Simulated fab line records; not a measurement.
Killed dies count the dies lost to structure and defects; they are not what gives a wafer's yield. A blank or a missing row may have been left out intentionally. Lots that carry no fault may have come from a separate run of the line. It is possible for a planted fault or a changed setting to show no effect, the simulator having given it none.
fab line records :: flow n5-finfet
record:
  lots: 4
  wafers: 12
  last-day: 16
route steps=1938 shown DUMMY_GATE@248 SPACER0@258 SD_EPI_N@262 SD_EPI_P@329 BEOL_M4@1111 PASSIVATION@1936
lots that met no fault: from a run of the same line without faults
start-h: hours from the record's opening day to when the first of the lot's shown wafers began :: wait-h: hours elapsed since this lot's preceding step :: " unchanged from the row above :: L1.1+2: several wafers, shown together as one row :: - no value present, or no start provided :: * or withheld: withheld :: < > ~ a bound
route shown NAME@n: a module of which the file shows steps, and the number in the route of the first :: usual: mean/standard deviation of fault-free wafers :: same: alike in all rows :: chamber/n: place in a boat :: sites: per-site readings :: _std_site: how widely they spread, as a standard deviation :: _edge_site: outer sites' mean less inner sites' :: radius-mm: how far each site lies from the wafer's centre :: mask NAME#n: copy n :: behind: the most recent tool/chamber to have shaped the wafer :: hold: what put the lot on hold/how long, in hours/how the hold closed :: device: transistor that didn't switch, given as n, p or np :: end of line: tests of these same wafers at the route's end :: a step with no rows: only its recipe :: killed: the dies lost at the first sort to structure and to defects; this is not the yield of the wafer :: map: per-die view of a wafer (x killed, . not killed, _ where there is no die)
set.NAME: the setting the step ran with; set.NAME@STEP: the setting that earlier step ran with :: model.NAME: the simulator's own value behind a step, which no gauge read
lots at some steps of the route; a table a step, a row a wafer
services: from which hour (start-h, from the record's first day; less than 0 if before it) a tool's chamber was out of use, for how many hours, and why
== steps ==
step: N5_DUMMY_GATE_ETCH_44
recipe:
  chemistry: HBr/O2
  over-etch-frac: 0.7
  target-depth-a: 1275
  stop-on: SiO2
  ion-energy-ev: 60
  bias-w: 20
  target: poly-Si
  mask-material: SiO2
  pressure-mtorr: 20
  icp-w: 400
  HBr_flow_sccm: 120
  O2_flow_sccm: 10
step: N5_DUMMY_GATE_ETCH_42
recipe:
  chemistry: CHF3/O2
  target: SiO2
  target-depth-a: 35
  time-s: 31
  ion-energy-ev: 30
  bias-w: 12
  pressure-mtorr: 30
  source-w: 600
  Ar_flow_sccm: 200
  CHF3_flow_sccm: 50
  O2_flow_sccm: 5
step: N5_DUMMY_GATE_STRIP_48
recipe:
  chemistry: N2/H2
  time-s: 20
  power-w: 100
  temp-c: 40
  pressure-mtorr: 100
  rf-frequency-hz: 6e+07
  bias-power-w: 3
  n2-flow-sccm: 300
  h2-flow-sccm: 300
step: N5_DUMMY_GATE_PRECLEAN_33
recipe:
  chemistry: dHF
  time-s: 10
  dilution: 750:1
  temp-c: 25
step: N5_DUMMY_GATE_PRECLEAN_25
recipe:
  chemistry: O3/DIW
  time-s: 45
  temp-c: 22
  o3-ppm: 10
step: N5_DUMMY_GATE_PRECLEAN_51
recipe:
  chemistry: SC2
  time-s: 45
  temp-c: 35
  mix: 1:1:50
step: N5_DUMMY_GATE_SRD_26
recipe:
  dry: ipa-marangoni
  time-s: 30
  temp-c: 23
  rinse-liquid: diw
step: N5_DUMMY_GATE_UV_OZONE_45
recipe:
  time-s: 120
  pressure-torr: 760
  temp-c: 25
step: N5_SPACER0_ALD_07
recipe:
  material: SiNx
  target-thk-a: 20
  temp-c: 400
  ald-precursor-family: SiH2I2
  ald-co-reactant: N2/H2-plasma
  pressure-torr: 2
step: N5_SPACER0_ALD_00
recipe:
  material: SiOCN
  target-thk-a: 35
  temp-c: 400
  ald-precursor-family: alkyl-aminosilane
  ald-co-reactant: O2/N2-plasma
  pulse-time-s: 3
  purge-time-s: 2
  co-reactant-purge-time-s: 2
  ald-cycles: 58
  pressure-torr: 2
step: N5_SPACER0_ALD_08
recipe:
  material: SiNx
  target-thk-a: 20
  temp-c: 400
  ald-precursor-family: SiH2I2
  ald-co-reactant: N2/H2-plasma
  pressure-torr: 2
usual:
  heater-power-w: 865/65
lot.wafer: L695.1
tool: ald-sin-02
chamber: 1
start-h: 72.21
wait-h: 0.1
heater-power-w: 843

lot.wafer: L695.2
tool: ald-sin-02
chamber: 2
start-h: 72.21
wait-h: 0.1
heater-power-w: 765

lot.wafer: L695.6
tool: ald-sin-02
chamber: 1
start-h: 72.21
wait-h: 0.1
heater-power-w: 847

lot.wafer: L700.2
tool: ald-sin-02
chamber: 1
start-h: 105.29
wait-h: 0.1
heater-power-w: 838

lot.wafer: L700.3
tool: ald-sin-02
chamber: 0
start-h: 105.29
wait-h: 0.1
heater-power-w: 908

lot.wafer: L700.6
tool: ald-sin-02
chamber: 3
start-h: 105.29
wait-h: 0.1
heater-power-w: 845

lot.wafer: L702.1
tool: ald-sin-02
chamber: 3
start-h: 117.75
wait-h: 0.1
heater-power-w: 835

lot.wafer: L702.5
tool: ald-sin-02
chamber: 0
start-h: 117.75
wait-h: 0.1
heater-power-w: 928

lot.wafer: L702.6
tool: ald-sin-02
chamber: 3
start-h: 117.75
wait-h: 0.1
heater-power-w: 849

lot.wafer: L710.1
tool: ald-sin-01
chamber: 3
start-h: 164.83
wait-h: 0.1
heater-power-w: 871

lot.wafer: L710.2
tool: ald-sin-01
chamber: 1
start-h: 164.83
wait-h: 0.1
heater-power-w: 819

lot.wafer: L710.4
tool: ald-sin-01
chamber: 2
start-h: 164.83
wait-h: 0.1
heater-power-w: 1034
step: N5_SPACER0_INSPECT_04
recipe:
  inspect-instrument: darkfield
  mode: post-dep
usual:
  raw-defect-count: 146/38
lot.wafer: L695.1
tool: defect-inspect-01
chamber: -
start-h: 72.37
wait-h: 0.1
raw-defect-count: 139

lot.wafer: L695.2
tool: defect-inspect-01
chamber: -
start-h: 72.37
wait-h: 0.1
raw-defect-count: 110

lot.wafer: L695.6
tool: defect-inspect-01
chamber: -
start-h: 72.37
wait-h: 0.1
raw-defect-count: 113

lot.wafer: L700.2
tool: defect-inspect-01
chamber: -
start-h: 105.45
wait-h: 0.1
raw-defect-count: 365

lot.wafer: L700.3
tool: defect-inspect-01
chamber: -
start-h: 105.45
wait-h: 0.1
raw-defect-count: 404

lot.wafer: L700.6
tool: defect-inspect-01
chamber: -
start-h: 105.45
wait-h: 0.1
raw-defect-count: 428

lot.wafer: L702.1
tool: defect-inspect-02
chamber: -
start-h: 117.91
wait-h: 0.1
raw-defect-count: 476

lot.wafer: L702.5
tool: defect-inspect-02
chamber: -
start-h: 117.91
wait-h: 0.1
raw-defect-count: 460

lot.wafer: L702.6
tool: defect-inspect-02
chamber: -
start-h: 117.91
wait-h: 0.1
raw-defect-count: 401

lot.wafer: L710.1
tool: defect-inspect-01
chamber: -
start-h: 164.99
wait-h: 0.1
raw-defect-count: 124

lot.wafer: L710.2
tool: defect-inspect-01
chamber: -
start-h: 164.99
wait-h: 0.1
raw-defect-count: 157

lot.wafer: L710.4
tool: defect-inspect-01
chamber: -
start-h: 164.99
wait-h: 0.1
raw-defect-count: 126
step: N5_SD_EPI_N_COAT_32
recipe:
  resist: SOC
  temp-c: 250
  time-s: 60
  spin-rpm: 1500
  resist-thk-nm: 350
step: N5_SD_EPI_N_COAT_33
recipe:
  resist: SiARC
  temp-c: 220
  time-s: 60
  spin-rpm: 1500
  resist-thk-nm: 35
step: N5_SD_EPI_N_COAT_03
recipe:
  resist: CAR-ArF-block
  spin-rpm: 1500
  resist-thk-nm: 150
step: N5_SD_EPI_N_EBR_05
recipe:
  solvent: PGMEA
  ebr-width-mm: 1.5
step: N5_SD_EPI_N_SOFTBAKE_04
recipe:
  temp-c: 110
  time-s: 60
  resist: CAR-ArF-block
step: N5_SD_EPI_N_EXPOSE_06
recipe:
  mask-id: SD_N_BLK
  na: 1.35
  source-shape: conventional
  sigma-outer: 0.8
  polarization: unpolarized
  target-cd-nm: 120
  dose-mj: 39.75
step: N5_SD_EPI_N_PEB_07
recipe:
  peb-temp-c: 110
  peb-time-s: 60
  resist: CAR-ArF-block
step: N5_SD_EPI_N_DEVELOP_08
recipe:
  develop-time-s: 30
  developer: TMAH
  resist: CAR-ArF-block
  dev-temp-c: 23
  rinse-liquid: diw
  dry: air-spin
step: N5_SD_EPI_N_INSPECT_11
recipe:
  mode: adi
  inspect-instrument: macro
usual:
  raw-defect-count: 2.2/1.5
lot.wafer: L695.1
tool: defect-inspect-01
chamber: -
start-h: 72.70
wait-h: 0.0
raw-defect-count: 1

lot.wafer: L695.2
tool: defect-inspect-01
chamber: -
start-h: 72.70
wait-h: 0.0
raw-defect-count: 2

lot.wafer: L695.6
tool: defect-inspect-01
chamber: -
start-h: 72.70
wait-h: 0.0
raw-defect-count: 5

lot.wafer: L700.2
tool: defect-inspect-01
chamber: -
start-h: 105.91
wait-h: 0.0
raw-defect-count: 267

lot.wafer: L700.3
tool: defect-inspect-01
chamber: -
start-h: 105.91
wait-h: 0.0
raw-defect-count: 296

lot.wafer: L700.6
tool: defect-inspect-01
chamber: -
start-h: 105.91
wait-h: 0.0
raw-defect-count: 300

lot.wafer: L702.1
tool: defect-inspect-02
chamber: -
start-h: 118.24
wait-h: 0.0
raw-defect-count: >300

lot.wafer: L702.5
tool: defect-inspect-02
chamber: -
start-h: 118.24
wait-h: 0.0
raw-defect-count: 292

lot.wafer: L702.6
tool: defect-inspect-02
chamber: -
start-h: 118.24
wait-h: 0.0
raw-defect-count: >300

lot.wafer: L710.1
tool: defect-inspect-01
chamber: -
start-h: 165.32
wait-h: 0.0
raw-defect-count: 4

lot.wafer: L710.2
tool: defect-inspect-01
chamber: -
start-h: 165.32
wait-h: 0.0
raw-defect-count: 2

lot.wafer: L710.4
tool: defect-inspect-01
chamber: -
start-h: 165.32
wait-h: 0.0
raw-defect-count: 2
step: N5_SD_EPI_N_DESCUM_14
recipe:
  chemistry: O2
  time-s: 7.9
  source-power-w: 50
  bias-power-w: 20
  pressure-mtorr: 20
  rf-frequency-hz: 2.712e+07
  temp-c: 40
  resist: CAR-ArF-block
  o2-flow-sccm: 225
step: N5_SD_EPI_N_ETCH_34
recipe:
  chemistry: CF4
  target: SiARC
  target-depth-a: 455
  mask-material: CAR-ArF-block
  time-s: 75.8
  ion-energy-ev: 80
  pressure-mtorr: 40
  source-w: 545
  bias-w: 36
  Ar_flow_sccm: 100
  cf4-flow-sccm: 100
  ends: cleared
step: N5_SD_EPI_N_ETCH_35
recipe:
  chemistry: N2/H2
  target: SOC
  overetch-a: 1080
  mask-material: SiARC
  temp-c: 40
  ion-energy-ev: 100
  source-w: 3000
  bias-w: 133
  pressure-mtorr: 20
  time-s: 486
  n2-flow-sccm: 200
  h2-flow-sccm: 200
step: N5_SD_EPI_N_STRIP_36
recipe:
  chemistry: N2/H2
  temp-c: 40
  n2-flow-sccm: 200
  h2-flow-sccm: 200
  rf-frequency-hz: 6e+07
step: N5_SD_EPI_N_ETCHBACK_44
recipe:
  chemistry: CH3F/O2
  mode: anisotropic-etchback
  target: SiNx
  target-depth-a: 145
  stop-on: SiO2
  over-etch-frac: 0.3
  ion-energy-ev: 120
  pressure-mtorr: 30
  source-w: 395
  bias-w: 73
  Ar_flow_sccm: 150
  CH3F_flow_sccm: 30
  O2_flow_sccm: 20
step: N5_SD_EPI_N_ETCH_45
recipe:
  chemistry: CH3F/O2
  target: SiOCN
  target-depth-a: 60
  mask-material: SOC
  ion-energy-ev: 60
  bias-w: 29
  pressure-mtorr: 15
  source-w: 410
  Ar_flow_sccm: 150
  CH3F_flow_sccm: 30
  O2_flow_sccm: 20
step: N5_SD_EPI_N_ETCH_16
recipe:
  chemistry: CHF3/O2
  target: SiO2
  target-depth-a: 50
  mask-material: SOC
  pressure-mtorr: 30
  source-w: 650
  bias-w: 170
  Ar_flow_sccm: 200
  CHF3_flow_sccm: 50
  O2_flow_sccm: 5
  ion-energy-ev: 200
step: N5_SD_EPI_N_STRIP_47
recipe:
  chemistry: CHF3/O2
  resist: SiARC
  rf-frequency-hz: 6e+07
step: N5_SD_EPI_N_SD_RECESS_17
recipe:
  chemistry: HBr/Cl2/O2
  target-depth-a: 410
  mask-material: SOC
  time-s: 23.7
  bt-time-s: 3
  pressure-mtorr: 10
  icp-w: 800
  bias-w: 112
  HBr_flow_sccm: 150
  Cl2_flow_sccm: 80
  O2_flow_sccm: 12
step: N5_SD_EPI_N_STRIP_38
recipe:
  chemistry: N2/H2
  power-w: 1000
  temp-c: 250
  h2-frac: 0.65
  overash-fraction: 0.3
  pressure-mtorr: withheld
  n2-flow-sccm: 1750
  h2-flow-sccm: 3250
step: N5_SD_EPI_N_WET_ETCH_43
recipe:
  chemistry: dHF
  dilution: withheld
  time-s: 14
  target: SiO2
  target-depth-a: 15
  temp-c: 25
step: N5_SD_EPI_N_STRIP_18
recipe:
  chemistry: SPM
  time-s: 750
  temp-c: 130
  h2so4-h2o2-vol-ratio: 4
step: N5_SD_EPI_N_SRD_20
recipe:
  dry: ipa-marangoni
  do-ppb: 5
  time-s: 30
  temp-c: 23
  rinse-liquid: diw
step: N5_SD_EPI_N_PRECLEAN_48
recipe:
  chemistry: NF3:NH3
  afs-cycles: 2
  temp-c: 30
  time-s: 20
  sublimation-temp-c: 180
  sublimation-time-s: 60
  pressure-torr: 3
  rf-power-w: 30
step: N5_SD_EPI_N_VAPOR_ETCH_50
recipe:
  chemistry: HCl
  target: Si
  temp-c: 775
  time-s: 54
  pressure-torr: 20
  mode: isotropic
step: N5_SD_EPI_N_EPI_21
recipe:
  material: Si:P
  dopant: P
  temp-c: 680
  pressure-torr: 255
  time-s: 690
step: N5_SD_EPI_N_INSPECT_26
recipe:
  inspect-instrument: darkfield
  mode: post-epi
usual:
  raw-defect-count: 221/47
lot.wafer: L695.1
tool: defect-inspect-01
chamber: -
start-h: 77.84
wait-h: 0.1
raw-defect-count: 376

lot.wafer: L695.2
tool: defect-inspect-01
chamber: -
start-h: 77.84
wait-h: 0.1
raw-defect-count: 266

lot.wafer: L695.6
tool: defect-inspect-01
chamber: -
start-h: 77.84
wait-h: 0.1
raw-defect-count: 275

lot.wafer: L700.2
tool: defect-inspect-01
chamber: -
start-h: 110.79
wait-h: 0.1
raw-defect-count: 417

lot.wafer: L700.3
tool: defect-inspect-01
chamber: -
start-h: 110.79
wait-h: 0.1
raw-defect-count: 433

lot.wafer: L700.6
tool: defect-inspect-01
chamber: -
start-h: 110.79
wait-h: 0.1
raw-defect-count: 460

lot.wafer: L702.1
tool: defect-inspect-02
chamber: -
start-h: 122.98
wait-h: 0.1
raw-defect-count: 599

lot.wafer: L702.5
tool: defect-inspect-02
chamber: -
start-h: 122.98
wait-h: 0.1
raw-defect-count: 585

lot.wafer: L702.6
tool: defect-inspect-02
chamber: -
start-h: 122.98
wait-h: 0.1
raw-defect-count: 497

lot.wafer: L710.1
tool: defect-inspect-01
chamber: -
start-h: 170.05
wait-h: 0.1
raw-defect-count: 184

lot.wafer: L710.2
tool: defect-inspect-01
chamber: -
start-h: 170.05
wait-h: 0.1
raw-defect-count: 234

lot.wafer: L710.4
tool: defect-inspect-01
chamber: -
start-h: 170.05
wait-h: 0.1
raw-defect-count: 184
step: N5_SD_EPI_P_INSPECT_26
recipe:
  inspect-instrument: darkfield
  mode: post-epi
usual:
  raw-defect-count: 188/48
lot.wafer: L695.1
tool: defect-inspect-02
chamber: -
start-h: 82.72
wait-h: 0.0
raw-defect-count: 370

lot.wafer: L695.2
tool: defect-inspect-02
chamber: -
start-h: 82.72
wait-h: 0.0
raw-defect-count: 264

lot.wafer: L695.6
tool: defect-inspect-02
chamber: -
start-h: 82.72
wait-h: 0.0
raw-defect-count: 272

lot.wafer: L700.2
tool: defect-inspect-01
chamber: -
start-h: 115.84
wait-h: 0.0
raw-defect-count: 405

lot.wafer: L700.3
tool: defect-inspect-01
chamber: -
start-h: 115.84
wait-h: 0.0
raw-defect-count: 431

lot.wafer: L700.6
tool: defect-inspect-01
chamber: -
start-h: 115.84
wait-h: 0.0
raw-defect-count: 460

lot.wafer: L702.1
tool: defect-inspect-02
chamber: -
start-h: 129.04
wait-h: 0.0
raw-defect-count: 493

lot.wafer: L702.5
tool: defect-inspect-02
chamber: -
start-h: 129.04
wait-h: 0.0
raw-defect-count: 527

lot.wafer: L702.6
tool: defect-inspect-02
chamber: -
start-h: 129.04
wait-h: 0.0
raw-defect-count: 549

lot.wafer: L710.1
tool: defect-inspect-01
chamber: -
start-h: 175.09
wait-h: 0.0
raw-defect-count: 134

lot.wafer: L710.2
tool: defect-inspect-01
chamber: -
start-h: 175.09
wait-h: 0.0
raw-defect-count: 158

lot.wafer: L710.4
tool: defect-inspect-01
chamber: -
start-h: 175.09
wait-h: 0.0
raw-defect-count: 124
step: N5_BEOL_M4_RC_MEAS_101
usual:
  DIBL_N: 36.1/1.6
  DIBL_P: 35.8/2.1
  IOFF_N: 0.16/0.031
  IOFF_P: 0.21/0.034
  ION_N: 673/12
  ION_P: 461/7.2
  SS_N: 71.4/0.59
  SS_P: 73.3/0.63
  VT_N: 250/3.1
  VT_P: -250/3.3
lot.wafer: L695.1
tool: prober-02
chamber: 0
start-h: 200.75
wait-h: 0.0
DIBL_N[mV/V]: 35.2
DIBL_P[mV/V]: 36.3
IOFF_N[nA/um]: 0.16
IOFF_P[nA/um]: 0.21
ION_N[uA/um]: 680
ION_P[uA/um]: 465
SS_N[mV/dec]: 71.5
SS_P[mV/dec]: 73.5
VT_N[mV]: 250
VT_P[mV]: -252

lot.wafer: L695.2
tool: prober-02
chamber: 0
start-h: 200.75
wait-h: 0.0
DIBL_N[mV/V]: 35.7
DIBL_P[mV/V]: 36.7
IOFF_N[nA/um]: 0.17
IOFF_P[nA/um]: 0.20
ION_N[uA/um]: 670
ION_P[uA/um]: 459
SS_N[mV/dec]: 70.6
SS_P[mV/dec]: 74.7
VT_N[mV]: 251
VT_P[mV]: -250

lot.wafer: L695.6
tool: prober-02
chamber: 0
start-h: 200.75
wait-h: 0.0
DIBL_N[mV/V]: 37.3
DIBL_P[mV/V]: 38.2
IOFF_N[nA/um]: 0.19
IOFF_P[nA/um]: 0.22
ION_N[uA/um]: 686
ION_P[uA/um]: 461
SS_N[mV/dec]: 72.3
SS_P[mV/dec]: 74.0
VT_N[mV]: 247
VT_P[mV]: -248

lot.wafer: L700.2
tool: prober-02
chamber: 0
start-h: 233.67
wait-h: 0.2
DIBL_N[mV/V]: 35.4
DIBL_P[mV/V]: 34.2
IOFF_N[nA/um]: 0.13
IOFF_P[nA/um]: 0.17
ION_N[uA/um]: 673
ION_P[uA/um]: 457
SS_N[mV/dec]: 70.2
SS_P[mV/dec]: 73.2
VT_N[mV]: 253
VT_P[mV]: -254

lot.wafer: L700.3
tool: prober-02
chamber: 0
start-h: 233.67
wait-h: 0.2
DIBL_N[mV/V]: 36.0
DIBL_P[mV/V]: 35.1
IOFF_N[nA/um]: 0.14
IOFF_P[nA/um]: 0.19
ION_N[uA/um]: 663
ION_P[uA/um]: 454
SS_N[mV/dec]: 70.8
SS_P[mV/dec]: 73.6
VT_N[mV]: 252
VT_P[mV]: -249

lot.wafer: L700.6
tool: prober-02
chamber: 0
start-h: 233.67
wait-h: 0.2
DIBL_N[mV/V]: 34.1
DIBL_P[mV/V]: 33.6
IOFF_N[nA/um]: 0.11
IOFF_P[nA/um]: 0.16
ION_N[uA/um]: 661
ION_P[uA/um]: 457
SS_N[mV/dec]: 70.8
SS_P[mV/dec]: 72.8
VT_N[mV]: 255
VT_P[mV]: -253

lot.wafer: L702.1
tool: prober-01
chamber: 0
start-h: 246.05
wait-h: 0.0
DIBL_N[mV/V]: 35.5
DIBL_P[mV/V]: 36.0
IOFF_N[nA/um]: 0.16
IOFF_P[nA/um]: 0.21
ION_N[uA/um]: 678
ION_P[uA/um]: 464
SS_N[mV/dec]: 71.0
SS_P[mV/dec]: 72.8
VT_N[mV]: 249
VT_P[mV]: -250

lot.wafer: L702.5
tool: prober-01
chamber: 0
start-h: 246.05
wait-h: 0.0
DIBL_N[mV/V]: 35.3
DIBL_P[mV/V]: 35.9
IOFF_N[nA/um]: 0.16
IOFF_P[nA/um]: 0.21
ION_N[uA/um]: 677
ION_P[uA/um]: 470
SS_N[mV/dec]: 70.7
SS_P[mV/dec]: 73.3
VT_N[mV]: 248
VT_P[mV]: -251

lot.wafer: L702.6
tool: prober-01
chamber: 0
start-h: 246.05
wait-h: 0.0
DIBL_N[mV/V]: 33.9
DIBL_P[mV/V]: 34.3
IOFF_N[nA/um]: 0.13
IOFF_P[nA/um]: 0.19
ION_N[uA/um]: 677
ION_P[uA/um]: 466
SS_N[mV/dec]: 70.7
SS_P[mV/dec]: 73.5
VT_N[mV]: 251
VT_P[mV]: -250

lot.wafer: L710.1
tool: prober-01
chamber: 0
start-h: 284.14
wait-h: 0.0
DIBL_N[mV/V]: 32.9
DIBL_P[mV/V]: 31.4
IOFF_N[nA/um]: 0.10
IOFF_P[nA/um]: 0.15
ION_N[uA/um]: 633
ION_P[uA/um]: 446
SS_N[mV/dec]: 70.2
SS_P[mV/dec]: 71.6
VT_N[mV]: 260
VT_P[mV]: -256

lot.wafer: L710.2
tool: prober-01
chamber: 0
start-h: 284.14
wait-h: 0.0
DIBL_N[mV/V]: 35.6
DIBL_P[mV/V]: 34.5
IOFF_N[nA/um]: 0.14
IOFF_P[nA/um]: 0.20
ION_N[uA/um]: 675
ION_P[uA/um]: 460
SS_N[mV/dec]: 71.4
SS_P[mV/dec]: 73.2
VT_N[mV]: 252
VT_P[mV]: -253

lot.wafer: L710.4
tool: prober-01
chamber: 0
start-h: 284.14
wait-h: 0.0
DIBL_N[mV/V]: 34.8
DIBL_P[mV/V]: 34.1
IOFF_N[nA/um]: 0.13
IOFF_P[nA/um]: 0.19
ION_N[uA/um]: 660
ION_P[uA/um]: 449
SS_N[mV/dec]: 70.8
SS_P[mV/dec]: 72.9
VT_N[mV]: 251
VT_P[mV]: -253
step: N5_PASSIVATION_PROBE_49
usual:
  defect-limited-yield: 91.0/1.5
  killed_at_M0_to_M3: 35/11
  killed_at_M4_up: 13/6
  killed-at-contacts: 14/6.5
  killed-at-front-end: 40/12
  killed-at-other: 4/3.4
  killed-dies: 106/18
  killed-open: 68/14
  killed-short: 35/7.7
  sort_bin_5_function: 5.2/0.98
  sort_bin_6_memory: 3.4/0.72
  sort_bin_8_speed: 0.02/0.24
  sort-n-pass: 1074/18
  sort-yield-pct: 91.0/1.5
same:
  gross-dies: 1180
  killed-at-back-side: 0
  sort_bin_4_leakage[%]: 0
lot.wafer: L700.2
tool: prober-01
chamber: -
start-h: 345.10
wait-h: 0.1
defect-limited-yield[%]: 83.1
killed_at_M0_to_M3: 33
killed_at_M4_up: 12
killed-at-contacts: 18
killed-at-front-end: 133
killed-at-other: 3
killed-dies: 199
killed-open: 61
killed-short: 37
sort_bin_5_function[%]: 9.8
sort_bin_6_memory[%]: 5.2
sort_bin_8_speed[%]: 0
sort-n-pass: 981
sort-yield-pct[%]: 83.1

lot.wafer: L700.3
tool: prober-01
chamber: -
start-h: 345.15
wait-h: 0.1
defect-limited-yield[%]: 81.9
killed_at_M0_to_M3: 25
killed_at_M4_up: 20
killed-at-contacts: 8
killed-at-front-end: 157
killed-at-other: 3
killed-dies: 213
killed-open: 61
killed-short: 47
sort_bin_5_function[%]: 12.0
sort_bin_6_memory[%]: 4.5
sort_bin_8_speed[%]: 0
sort-n-pass: 967
sort-yield-pct[%]: 81.9

lot.wafer: L700.6
tool: prober-01
chamber: -
start-h: 345.30
wait-h: 0.3
defect-limited-yield[%]: 83.0
killed_at_M0_to_M3: 39
killed_at_M4_up: 13
killed-at-contacts: 6
killed-at-front-end: 136
killed-at-other: 7
killed-dies: 201
killed-open: 52
killed-short: 45
sort_bin_5_function[%]: 10.1
sort_bin_6_memory[%]: 4.5
sort_bin_8_speed[%]: 0
sort-n-pass: 979
sort-yield-pct[%]: 83.0

lot.wafer: L702.1
tool: prober-02
chamber: -
start-h: 352.03
wait-h: 0.0
defect-limited-yield[%]: 86.8
killed_at_M0_to_M3: 12
killed_at_M4_up: 16
killed-at-contacts: 10
killed-at-front-end: 116
killed-at-other: 2
killed-dies: 156
killed-open: 36
killed-short: 30
sort_bin_5_function[%]: 8.1
sort_bin_6_memory[%]: 3.5
sort_bin_8_speed[%]: 0
sort-n-pass: 1024
sort-yield-pct[%]: 86.8

lot.wafer: L702.5
tool: prober-02
chamber: -
start-h: 352.23
wait-h: 0.2
defect-limited-yield[%]: 84.8
killed_at_M0_to_M3: 29
killed_at_M4_up: 13
killed-at-contacts: 1
killed-at-front-end: 134
killed-at-other: 2
killed-dies: 179
killed-open: 50
killed-short: 23
sort_bin_5_function[%]: 10.0
sort_bin_6_memory[%]: 3.1
sort_bin_8_speed[%]: 0
sort-n-pass: 1001
sort-yield-pct[%]: 84.8

lot.wafer: L702.6
tool: prober-02
chamber: -
start-h: 352.28
wait-h: 0.3
defect-limited-yield[%]: 84.5
killed_at_M0_to_M3: 30
killed_at_M4_up: 10
killed-at-contacts: 13
killed-at-front-end: 123
killed-at-other: 7
killed-dies: 183
killed-open: 60
killed-short: 21
sort_bin_5_function[%]: 10.6
sort_bin_6_memory[%]: 3.9
sort_bin_8_speed[%]: 0
sort-n-pass: 997
sort-yield-pct[%]: 84.5
killed by level:class
L700.2 SPACER0:unspecified=94 MOL_CONTACT_COAG:geometric-particle:open=16 BEOL_M0_SAQP:geometric-particle:short=8 FIN_SAQP:geometric-particle:open=5 FIN_SAQP:geometric-particle:short=5 GATE_CUT:geometric-particle:short=5 BEOL_M1:geometric-particle:open=5 BEOL_M0_SAQP:geometric-particle:open=5
L700.3 SPACER0:unspecified=102 FIN_SAQP:geometric-particle:short=11 STI_FIN_REVEAL:geometric-particle:open=9 MOL_CONTACT_COAG:geometric-particle:open=7 BEOL_M1:geometric-particle:open=5 SPACER0:geometric-particle:short=5 GATE_CUT:geometric-particle:short=5 BEOL_M3:geometric-particle:open=5
L700.6 SPACER0:unspecified=94 FIN_SAQP:geometric-particle:short=11 BEOL_M0_SAQP:geometric-particle:short=9 BEOL_M0_SAQP:geometric-particle:open=9 HKMG_FIN:area-etch=9 BEOL_M3:geometric-particle:open=7 BEOL_M4:geometric-particle:open=7 BEOL_M1:geometric-particle:short=5
L702.1 SPACER0:unspecified=89 MOL_CONTACT_COAG:geometric-particle:open=6 ILD0:geometric-particle:short=5 BEOL_M4:geometric-particle:open=5 FIN_SAQP:geometric-particle:short=4 ILD0:geometric-particle:open=4 BEOL_M1:geometric-particle:open=4 BEOL_M4:geometric-particle:short=4
L702.5 SPACER0:unspecified=105 BEOL_M3:geometric-particle:open=9 BEOL_M1:geometric-particle:open=6 FIN_SAQP:geometric-particle:open=4 FIN_SAQP:geometric-particle:short=4 ILD0:geometric-particle:short=4 BEOL_M5:geometric-particle:open=4 STI_FIN_REVEAL:geometric-particle:open=3
L702.6 SPACER0:unspecified=100 MOL_CONTACT_COAG:geometric-particle:open=11 BEOL_M0_SAQP:geometric-particle:open=6 BEOL_M1:geometric-particle:open=6 BEOL_M3:geometric-particle:open=5 GATE_CUT:geometric-particle:open=4 BEOL_M0_SAQP:geometric-particle:short=3 BEOL_M1:geometric-particle:short=3
map L700.3 (x killed, . not)
_________________........x...________________
______________.................._____________
___________........................__________
__________x..........xx.....x......._________
________x.x....x....x................._______
_______...xx...........x............x..______
______..............x.x.....xx..x......._____
_____..x......x....x.......x.........x...____
____x...............x.x..x...x............___
___..x.....x..x.................x..........__
___............x..x........................__
__x.....................................x..._
__....x...............x....x........xx......_
_.......................................x....
_....x...x....x........x.......x.............
_..............x..x...........x....x.........
_.....x......................................
_..xx............x..xx.........x.............
_....................................x....x..
_.............x.............x......x.x.......
_x......x..x.......x......x....x.............
__..........x.....x..........xx...x..x......_
__...........x.x......x...xxxxxxxxxx.xx.x..._
___..xx......xxxx......x.xxxxxxxxx.x.xxx...__
___..xx.x...x........x.x...xxxxxxxx.x.xx...__
____......................xxxxxxxxxxx..x..___
_____...........x.....xxxxxxxxxxxxxx....x____
______.x.......x........xxxxxxxxxx.x.x.._____
_______...................xxxxxxxxx.x.x______
________..........x.......xxxxxxxxx..._______
__________......x......x.x.x.xxxx.x._________
___________.......x.x..x..x..x..x..__________
______________.........x.x.x...._____________
_________________....x..x..x.________________
map L702.6 (x killed, . not)
_________________.......x....________________
______________.................._____________
___________..........x...x.........__________
__________..............x..xx......._________
________............x................._______
_______..........x.x.................x.______
______.................................._____
_____.........x...................x......____
____..x........x.......x.............x....___
___.............x.......................x..__
___..........................x.........x...__
__.......x...............x.........x...x...._
__.............xx..........................._
_..............xx..x......x...............x..
_........x....x...x.........x................
_.............x...........x............x....x
_..........x.x...........x..x...............x
_x..............x.x.....x....................
_................xx..x.....x.x........x......
_................x......x.................x..
_..............xx......x.....................
__.........................................._
__.....x.......x..x.....x..........xx..x..x._
___.........xx.............................__
___...................x.xxxx....x..........__
____...............x..x..xxx.xx.x....x....___
_____........x.....xx.xxxxxxxxx..........____
______...x........x.xxxxxxxxxxxxx.....x._____
_______...x.....xx..x.xxxxxxxxxx.......______
________...........x.xxxxxxxxxxx......_______
__________x....x..x.xxxxxxxxxxx.x..._________
___________.......x...xxxxxxxxxx...__________
______________.......xxxxxxxxxxx_____________
_________________x....xx.xxxx________________
== services ==
tool: ald-sin-02
chamber: 0
start-h: 76.00
hours: 12.0
kind: repair

tool: ald-sin-02
chamber: 1
start-h: 147.49
hours: 30.3
kind: repair
== key ==
first-sign:
  step: N5_SPACER0_INSPECT_04
  reading: raw-defect-count
  direction: up
  sigmas: 7.2
  usual: 146
  struck: 422
effect:
  step: N5_SD_EPI_N_INSPECT_11
  reading: raw-defect-count
  direction: up
  sigmas: 99+
  usual: 2.2
  struck: >292.5
effect:
  step: N5_SD_EPI_N_INSPECT_26
  reading: raw-defect-count
  direction: up
  sigmas: 5.9
  usual: 221
  struck: 498
effect:
  step: N5_SD_EPI_P_INSPECT_26
  reading: raw-defect-count
  direction: up
  sigmas: 6
  usual: 188
  struck: 478
effect:
  step: N5_PASSIVATION_PROBE_49
  reading: killed-at-front-end
  direction: up
  sigmas: 7.6
  usual: 40
  struck: 133
more-kills-born-at:
  N5_SPACER0_ALD_08@ald-sin-02: 583
met-at N5_SPACER0_ALD_08
struck-wafers L700.2,L700.3,L700.6,L702.1,L702.5,L702.6
onset-between 72.21 105.29
fault:
  kind: chamber-particle-source
  tool: ald-sin-02
  chamber: -
  onset-h: 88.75
  steps: N5_SPACER0_ALD_08
  rate-per-visit-cm2: 0.46081
  end-h: 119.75
